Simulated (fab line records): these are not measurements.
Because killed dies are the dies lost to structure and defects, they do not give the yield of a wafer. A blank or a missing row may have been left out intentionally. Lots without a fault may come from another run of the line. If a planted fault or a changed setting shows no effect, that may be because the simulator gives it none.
Which of the tools did it? + flow n5-finfet + 9 lots with 27 wafers sampled at 5 steps, on a route of 1938 steps

== WHAT EACH GAUGE READ, for each wafer ==
N5_BEOL_M4_RC_MEAS_101. Usual: DIBL_N 35.9 mV/V, standard deviation 1.4; DIBL_P 35.9 mV/V, standard deviation 1.7; IOFF_N 0.155 nA/um, standard deviation 0.023; IOFF_P 0.201 nA/um, standard deviation 0.029; ION_N 672 uA/um, standard deviation 8.8; ION_P 460 uA/um, standard deviation 7; SS_N 71.6 mV/dec, standard deviation 0.48; SS_P 73.1 mV/dec, standard deviation 0.64; VT_N 250.0 mV, standard deviation 3; VT_P -251.6 mV, standard deviation 3.
| lot  | measured     | on        | DIBL_N (mV/V)  | DIBL_P (mV/V)  | IOFF_N (nA/um)    | IOFF_P (nA/um)    | ION_N (uA/um) | ION_P (uA/um) | SS_N (mV/dec)  | SS_P (mV/dec)  | VT_N (mV)         | VT_P (mV)            | flag |
|------|--------------|-----------|----------------|----------------|-------------------|-------------------|---------------|---------------|----------------|----------------|-------------------|----------------------|------|
| L424 | day 8 02:14  | prober-02 | 34.6 38.2 37.1 | 35.1 38.6 37.4 | 0.131 0.191 0.174 | 0.195 0.252 0.229 | 667 680 672   | 460 464 459   | 71.7 72.2 71.7 | 73.3 74.6 74.0 | 250.4 245.9 247.3 | -252.1 -250.6 -249.8 |      |
| L431 | day 10 00:45 | prober-02 | 33.8 35.1 34.4 | 33.6 34.6 34.1 | 0.128 0.143 0.134 | 0.148 0.156 0.149 | 670 670 666   | 453 443 449   | 70.9 71.8 70.8 | 72.7 72.7 72.1 | 250.6 251.0 252.0 | -256.7 -256.5 -255.9 |      |
| L432 | day 10 08:11 | prober-01 | 37.8 38.1 36.6 | 38.9 38.7 35.9 | 0.196 0.203 0.169 | 0.220 0.222 0.177 | 689 688 661   | 461 467 447   | 71.6 71.6 71.7 | 74.2 74.4 72.2 | 244.1 246.6 248.8 | -250.3 -249.9 -253.0 |      |
| L435 | day 11 08:32 | prober-01 | 33.6 34.7 33.2 | 36.2 37.1 35.7 | 0.151 0.157 0.140 | 0.208 0.220 0.197 | 674 673 665   | 467 465 463   | 71.8 71.6 71.6 | 72.9 74.4 73.1 | 248.0 249.8 250.3 | -249.2 -249.0 -251.5 |      |
| L437 | day 11 08:53 | prober-02 | 36.8 36.6 38.6 | 35.0 35.1 36.8 | 0.145 0.154 0.183 | 0.215 0.227 0.245 | 666 675 684   | 462 469 464   | 71.4 71.7 71.6 | 72.6 73.5 74.0 | 251.2 250.8 248.2 | -248.6 -249.7 -249.9 |      |
| L439 | day 12 10:29 | prober-02 | 35.5 36.6 37.5 | 36.6 37.4 38.9 | 0.145 0.164 0.188 | 0.221 0.237 0.267 | 674 683 684   | 471 474 476   | 71.6 72.0 71.8 | 73.2 73.5 73.9 | 250.0 247.9 245.9 | -247.2 -245.8 -244.8 |      |
| L443 | day 12 22:56 | prober-01 | 36.6 36.3 35.4 | 37.5 37.9 36.6 | 0.168 0.170 0.149 | 0.213 0.217 0.199 | 682 676 668   | 461 460 461   | 72.3 72.0 72.8 | 73.8 74.1 73.7 | 248.7 248.1 250.8 | -250.7 -251.7 -250.6 |      |
| L444 | day 12 22:28 | prober-02 | 39.1 38.5 37.6 | 39.8 39.4 38.0 | 0.211 0.195 0.187 | 0.260 0.250 0.231 | 682 685 686   | 462 464 469   | 72.3 72.4 71.8 | 74.4 73.7 73.0 | 243.3 248.6 243.6 | -250.6 -249.5 -249.3 |      |
| L447 | day 13 23:38 | prober-02 | 35.6 34.9 33.5 | 34.0 34.2 32.8 | 0.141 0.131 0.113 | 0.186 0.198 0.168 | 649 668 654   | 448 462 454   | 71.7 71.1 71.0 | 72.6 73.4 72.6 | 255.4 250.9 256.9 | -253.7 -251.9 -252.6 |      |

== TOOL THAT RAN EACH LOT (tool first, then ch and the chambers of the sampled wafers, then the start) ==
| lot  | N5_HKMG_FIN_HK_ALD_01           | N5_HKMG_FIN_DESCUM_53             | N5_HKMG_FIN_ETCH_58               | N5_HKMG_FIN_ALD_79                 |
|------|---------------------------------|-----------------------------------|-----------------------------------|------------------------------------|
| L424 | ald-hk-02 ch 0,2, day 4 03:07   | rie-diel-02 ch 0,1,3, day 4 04:10 | rie-diel-02 ch 0,1,3, day 4 04:28 | ald-metal-04 ch 0,1,2, day 4 05:32 |
| L431 | ald-hk-03 ch 0,1,3, day 5 18:23 | rie-diel-05 ch 2,3, day 5 19:18   | rie-diel-05 ch 2,3, day 5 19:37   | ald-metal-04 ch 1,2,3, day 5 20:41 |
| L432 | ald-hk-01 ch 0,1, day 6 03:46   | rie-diel-06 ch 0,1, day 6 05:00   | rie-diel-06 ch 0,1, day 6 05:18   | ald-metal-04 ch 2,3, day 6 06:22   |
| L435 | ald-hk-02 ch 0,2, day 7 00:40   | rie-diel-06 ch 0,1,3, day 7 01:42 | rie-diel-06 ch 0,1,3, day 7 02:00 | ald-metal-02 ch 0,2,3, day 7 03:04 |
| L437 | ald-hk-02 ch 0,2,3, day 7 09:20 | rie-diel-05 ch 0,3, day 7 10:45   | rie-diel-05 ch 0,3, day 7 11:03   | ald-metal-02 ch 1,2,3, day 7 12:07 |
| L439 | ald-hk-01 ch 2,3, day 7 16:36   | rie-diel-02 ch 0,2, day 7 17:38   | rie-diel-02 ch 0,2, day 7 17:56   | ald-metal-02 ch 0,2,3, day 7 19:01 |
| L443 | ald-hk-02 ch 0,1, day 8 21:38   | rie-diel-02 ch 0,2, day 8 22:52   | rie-diel-02 ch 0,2, day 8 23:10   | ald-metal-04 ch 0,1,3, day 9 00:14 |
| L444 | ald-hk-02 ch 0,1,2, day 8 22:35 | rie-diel-06 ch 0,1,3, day 9 00:10 | rie-diel-06 ch 0,1,3, day 9 00:28 | ald-metal-04 ch 0,2,3, day 9 01:32 |
| L447 | ald-hk-01 ch 0,1,2, day 9 22:32 | rie-diel-05 ch 0,2,3, day 9 23:27 | rie-diel-05 ch 0,2,3, day 9 23:46 | ald-metal-04 ch 0,1, day 10 00:49  |
- N5_HKMG_FIN_HK_ALD_01: deposits HfO2, target thk 1.6 nm, pulse time 3 s, purge time 3 s.
- N5_HKMG_FIN_DESCUM_53: chemistry O2, time 7.9 s.
- N5_HKMG_FIN_ETCH_58: etches SOC in N2/H2, target depth 215.8 nm, time 741 s.
- N5_HKMG_FIN_ALD_79: deposits TiN, target thk 1.5 nm, pulse time 1 s, purge time 3 s.

== AS READ BY THE TOOLS THEMSELVES (means over the sampled wafers that have a number; for cases with no such wafer, the mark the record gives instead) ==
N5_HKMG_FIN_HK_ALD_01. Usual: precursor-pulse-height-rel at 1.001, with a standard deviation of 0.02.
| lot  | tool      | precursor-pulse-height-rel | flag |
|------|-----------|----------------------------|------|
| L424 | ald-hk-02 | 0.998                      |      |
| L431 | ald-hk-03 | 0.999                      |      |
| L432 | ald-hk-01 | 0.981                      |      |
| L435 | ald-hk-02 | 0.972                      |      |
| L437 | ald-hk-02 | 0.996                      |      |
| L439 | ald-hk-01 | 0.996                      |      |
| L443 | ald-hk-02 | 0.996                      |      |
| L444 | ald-hk-02 | 0.997                      |      |
| L447 | ald-hk-01 | 1.006                      |      |

N5_HKMG_FIN_DESCUM_53. Usual: bias-power-w is 20.00 W with standard deviation 0.063, chamber-pressure-mTorr is 19.998 mTorr with standard deviation 0.017, drypump-motor-current-A is 5.7 A with standard deviation 0.46, oes-product-au is 0.77 a.u. with standard deviation 0.095, rf-vpp-V is 243.3 V with standard deviation 1.6, showerhead-plenum-p-Torr is 2.11 Torr with standard deviation 0.079, and throttle-valve-pct is 20.47 % with standard deviation 0.27.
| lot  | tool        | bias-power-w (W) | chamber-pressure-mTorr (mTorr) | drypump-motor-current-A (A) | oes-product-au (a.u.) | rf-vpp-V (V) | showerhead-plenum-p-Torr (Torr) | throttle-valve-pct (%) | flag |
|------|-------------|------------------|--------------------------------|-----------------------------|-----------------------|--------------|---------------------------------|------------------------|------|
| L424 | rie-diel-02 | 19.98            | 19.989                         | 6.3                         | 0.77                  | 243.3        | 2.13                            | 20.24                  |      |
| L431 | rie-diel-05 | 19.98            | 20.005                         | 5.1                         | 0.70                  | 243.3        | 2.10                            | 20.47                  |      |
| L432 | rie-diel-06 | 20.01            | 19.998                         | 5.8                         | 0.69                  | 242.0        | 2.04                            | 20.86                  |      |
| L435 | rie-diel-06 | 19.94            | 20.008                         | 5.8                         | 0.76                  | 242.6        | 2.09                            | 20.65                  |      |
| L437 | rie-diel-05 | 19.95            | 20.002                         | 5.2                         | 0.78                  | 243.9        | 2.12                            | 20.26                  |      |
| L439 | rie-diel-02 | 19.99            | 19.995                         | 6.2                         | 0.74                  | 243.3        | 2.12                            | 20.28                  |      |
| L443 | rie-diel-02 | 19.96            | 20.005                         | 6.2                         | 0.73                  | 243.5        | 2.12                            | 20.29                  |      |
| L444 | rie-diel-06 | 20.04            | 20.016                         | 5.8                         | 0.84                  | 244.7        | 2.17                            | 20.55                  |      |
| L447 | rie-diel-05 | 19.98            | 20.000                         | 5.4                         | 0.82                  | 244.1        | 2.14                            | 20.24                  |      |

N5_HKMG_FIN_ETCH_58. Usual: chamber-pressure-mTorr is 30.000 mTorr with standard deviation 0.028, drypump-motor-current-A is 5.7 A with standard deviation 0.46, n2-flow-sccm is 200.0 sccm with standard deviation 0.64, oes-product-au is 0.77 a.u. with standard deviation 0.095, rf-vpp-V is 99.1 V with standard deviation 0.98, showerhead-plenum-p-Torr is 2.56 Torr with standard deviation 0.098, and throttle-valve-pct is 17.87 % with standard deviation 0.28.
| lot  | tool        | chamber-pressure-mTorr (mTorr) | drypump-motor-current-A (A) | n2-flow-sccm (sccm) | oes-product-au (a.u.) | rf-vpp-V (V) | showerhead-plenum-p-Torr (Torr) | throttle-valve-pct (%) | flag |
|------|-------------|--------------------------------|-----------------------------|---------------------|-----------------------|--------------|---------------------------------|------------------------|------|
| L424 | rie-diel-02 | 29.999                         | 6.2                         | 199.8               | 0.78                  | 99.2         | 2.59                            | 17.61                  |      |
| L431 | rie-diel-05 | 30.009                         | 5.1                         | 200.2               | 0.70                  | 99.2         | 2.57                            | 17.91                  |      |
| L432 | rie-diel-06 | 29.988                         | 5.8                         | 200.6               | 0.70                  | 98.9         | 2.48                            | 18.31                  |      |
| L435 | rie-diel-06 | 29.990                         | 5.8                         | 200.0               | 0.76                  | 99.2         | 2.55                            | 18.11                  |      |
| L437 | rie-diel-05 | 29.975                         | 5.2                         | 200.4               | 0.78                  | 99.3         | 2.59                            | 17.73                  |      |
| L439 | rie-diel-02 | 29.989                         | 6.2                         | 199.4               | 0.75                  | 99.8         | 2.57                            | 17.63                  |      |
| L443 | rie-diel-02 | 29.991                         | 6.2                         | 199.9               | 0.74                  | 98.8         | 2.56                            | 17.64                  |      |
| L444 | rie-diel-06 | 30.015                         | 5.9                         | 200.2               | 0.84                  | 99.6         | 2.64                            | 18.01                  |      |
| L447 | rie-diel-05 | 29.989                         | 5.4                         | 200.2               | 0.82                  | 99.4         | 2.61                            | 17.66                  |      |

N5_HKMG_FIN_ALD_79. Usual: heater-power-w 899 W, standard deviation 73; precursor-pulse-height-rel 1.002, standard deviation 0.02.
| lot  | tool         | heater-power-w (W) | precursor-pulse-height-rel | flag |
|------|--------------|--------------------|----------------------------|------|
| L424 | ald-metal-04 | 920                | 1.003                      |      |
| L431 | ald-metal-04 | 942                | 0.997                      |      |
| L432 | ald-metal-04 | 936                | 0.999                      |      |
| L435 | ald-metal-02 | 832                | 0.992                      |      |
| L437 | ald-metal-02 | 854                | 0.999                      |      |
| L439 | ald-metal-02 | 815                | 1.021                      |      |
| L443 | ald-metal-04 | 933                | 0.983                      |      |
| L444 | ald-metal-04 | 945                | 1.002                      |      |
| L447 | ald-metal-04 | 926                | 1.011                      |      |

== THE ANSWER, worked out from the rows above alone ==
Rule: a lot is off if the mean of its wafers that have a number lies more than 3 standard deviations from the usual mean. Also off: a lot with no number at a reading for which 4 or more lots have one. The other lots that the step has rows for count as sound. The gauges are gone through in route order, then the tools' own readings, and for those a lot's mean is taken as printed above. At the first step where some lot is off, the reading lying furthest off is the one used; lots without a number count as furthest.
None of the lots is off at any reading shown; this tells nothing.

== WHAT HAD BEEN PUT IN BY THE SIMULATOR ==
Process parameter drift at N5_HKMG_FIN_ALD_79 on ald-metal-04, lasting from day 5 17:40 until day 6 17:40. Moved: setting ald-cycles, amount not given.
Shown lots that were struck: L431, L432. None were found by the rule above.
